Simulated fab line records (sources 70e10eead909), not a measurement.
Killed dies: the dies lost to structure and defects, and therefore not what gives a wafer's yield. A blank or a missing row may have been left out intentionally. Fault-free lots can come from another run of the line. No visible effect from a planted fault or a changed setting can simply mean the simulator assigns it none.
Chamber matching	flow nand-harc	NHARC_A_WL_FILL_ALD_02 on ald-metal-03 has 4 sister chambers
The step deposits TiN, target thk 2 nm, pulse time 3 s, ald cycles 100. 14 wafers are shown with their chamber, then 7 later ones without.

## WAFERS, EACH WITH ITS CHAMBER
wafer	chamber	heater-power-w (W)	precursor-pulse-height-rel
L641.1	1	1104	0.986
L641.3	2	850	1.056
L641.5	1	1090	1.004
L644.1	2	801	1.044
L644.2	0	1087	1.036
L644.3	3	1265	0.977
L649.2	2	812	1.009
L649.5	0	1079	1.032
L649.6	2	847	0.955
L652.2	1	1089	1.030
L652.3	0	1115	0.993
L652.6	3	1265	0.999
L650.4	1	1052	0.985
L650.5	1	1088	1.022

SIGNATURES (means of the wafers above)
reading	chamber 0	chamber 1	chamber 2	chamber 3	scatter within a chamber
heater-power-w	1093.67	1084.60	827.50	1265.00	20.1
precursor-pulse-height-rel	1.02033	1.00540	1.01600	0.98800	0.0303
Rule: a wafer's distance from a chamber is the root of the sum, over the readings, of the square of ((its reading less the chamber's mean) divided by the reading's scatter). If the next closest chamber is less than 2 further off than the closest, the wafer can't be placed; otherwise it belongs to the closest. How the scatter is found: for the shown wafers, subtract from each reading the mean of its chamber, square and add these, divide the total by (wafers less chambers), then take the root.

## WAFERS MISSING THEIR CHAMBER
wafer	heater-power-w (W)	precursor-pulse-height-rel
L650.6	1114	0.994
L657.4	1298	1.000
L657.5	1079	1.001
L657.6	1105	0.987
L660.1	850	1.029
L660.2	1080	1.029
L660.3	1094	1.040

## THE CHAMBER EACH PASSED THROUGH
wafer	from the rows above	in truth
L650.6	can't be placed: 0 or 1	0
L657.4	3	3
L657.5	can't be placed: 1 or 0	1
L657.6	can't be placed: 1 or 0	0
L660.1	2	2
L660.2	can't be placed: 0 or 1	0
L660.3	can't be placed: 0 or 1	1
2 of 7 placed correctly. Can't be placed from these rows: 5 (the true chamber is among the candidates in 5). 0 placed wrongly.
